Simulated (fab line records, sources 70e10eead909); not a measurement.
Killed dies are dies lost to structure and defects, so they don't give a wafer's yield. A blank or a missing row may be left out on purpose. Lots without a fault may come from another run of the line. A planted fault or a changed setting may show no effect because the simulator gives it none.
A struck lot beside a sound one | flow nand_harc | 15 steps out of a route of 1159
Sound: wafers L689.1, L689.5, L689.6. Struck: wafers L701.4, L701.5. (L701.3 of the same lot was not struck and is left out.) The cause comes at the end.
At each step with rows: each side's tool, then ch and its chambers, then its first start. Under that, the readings that differ: sound wafers | struck wafers | difference of the means | sigmas: that difference in standard deviations of wafers without a fault.
alike: readings whose means differ by less than 2 such deviations, and words and numbers that are the same on both sides. not compared: withheld readings, readings that some wafer has no value for, bounds like >300 that may hide the same value, and numbers for which the record gives no deviation and whose values overlap.
The two part at a step that has a row with sigmas, a row that says differs or no value, or rows on one side only. Numbers that don't overlap but have no deviation are shown without sigmas and don't part them. A reading that every wafer of one side lacks parts them only if that side has two wafers or more.

first, 3 steps without rows for these wafers: NHARC_THIN_TSV_EXPOSE_09 (exposes mask TSV); NHARC_THIN_TSV_PEB_10 (peb time 85 s); NHARC_THIN_TSV_DEVELOP_11 (time 70 s).
NHARC_THIN_TSV_CD_MEAS_12: target cd 1000 nm.
  sound on cd_sem-03 ch 0, day 19 16:13; struck on cd_sem-03 ch 0, day 23 04:22
  alike: cd_nm
then, 2 steps without rows for these wafers: NHARC_THIN_TSV_HARDBAKE_13 (time 80 s); NHARC_THIN_TSV_DESCUM_14 (chemistry O2, time 3 s).
NHARC_THIN_TSV_ETCH_44: etches the open film in CF4/O2, target depth 1594.2 nm, time 797.1 s.
  sound on rie_diel-07 ch 1,2, day 19 16:31; struck on rie_diel-02 ch 0, day 23 04:37
  reading                | sound                | struck        | difference | sigmas
  throttle_valve_pct (%) | 16.912 16.905 16.900 | 16.930 16.919 | +0.019     | +2
  alike: cf4_flow_sccm, drypump_motor_current_A, oes_product_au, rf_vpp_V, showerhead_plenum_p_Torr
  not compared: rf_hours_counter_h
NHARC_THIN_TSV_ETCH_15: target depth 3000 nm, bosch target overetch cycles 2, bosch etch step 2.8 s.
  sound on rie_si-01 ch 0,3, day 19 17:03; struck on rie_si-05 ch 1, day 23 05:11
  alike: drypump_motor_current_A
  not compared: rf_hours_counter_h
NHARC_THIN_TSV_CD_MEAS_16:
  sound on cd_sem-02, day 19 17:11; struck on cd_sem-03, day 23 05:20
  alike: cd_nm
NHARC_THIN_TSV_STRIP_45: strips in O2.
  sound on plasma_asher-02 ch 0,1, day 19 17:19; struck on plasma_asher-02 ch 1, day 23 05:42
  alike: drypump_motor_current_A, heater_power_w
  not compared: rf_hours_counter_h
then, 1 step without rows for these wafers: NHARC_THIN_TSV_STRIP_46 (strips in post etch residue remover, time 1200 s).
NHARC_THIN_TSV_DEP_47: deposits SiO2, target thk 200 nm.
  sound on pecvd-03 ch 0,2, day 19 18:04; struck on pecvd-03 ch 0,1, day 23 06:24
  alike: throttle_valve_pct
NHARC_THIN_TSV_ETCHBACK_48: etches the open film in C4F8/Ar, target depth 1028.5 nm, time 405.17 s.
  sound on rie_diel-07 ch 0,1,3, day 19 18:40; struck on rie_diel-04 ch 2,3, day 23 06:53
  reading        | sound       | struck          | difference | sigmas
  over_etch_frac | 0.3 0.3 0.3 | 0.21806 0.21806 | -0.08194   |
  alike: oes_product_au, rf_vpp_V
  not compared: rf_hours_counter_h
NHARC_THIN_TSV_STRIP_62: strips in N2/H2, time 20 s.
  sound on plasma_asher-02 ch 0,1, day 19 18:57; struck on plasma_asher-02 ch 0, day 23 07:37
  alike: drypump_motor_current_A, heater_power_w
  not compared: rf_hours_counter_h
then, 1 step without rows for these wafers: NHARC_END_SORT_01.

WHERE THEY PART
Only at NHARC_THIN_TSV_ETCH_44, within this record. Later steps at which nothing parts them and some readings are alike: NHARC_THIN_TSV_ETCH_15, NHARC_THIN_TSV_CD_MEAS_16, NHARC_THIN_TSV_STRIP_45, NHARC_THIN_TSV_DEP_47, NHARC_THIN_TSV_ETCHBACK_48, NHARC_THIN_TSV_STRIP_62.

WHY: what the simulator had put in
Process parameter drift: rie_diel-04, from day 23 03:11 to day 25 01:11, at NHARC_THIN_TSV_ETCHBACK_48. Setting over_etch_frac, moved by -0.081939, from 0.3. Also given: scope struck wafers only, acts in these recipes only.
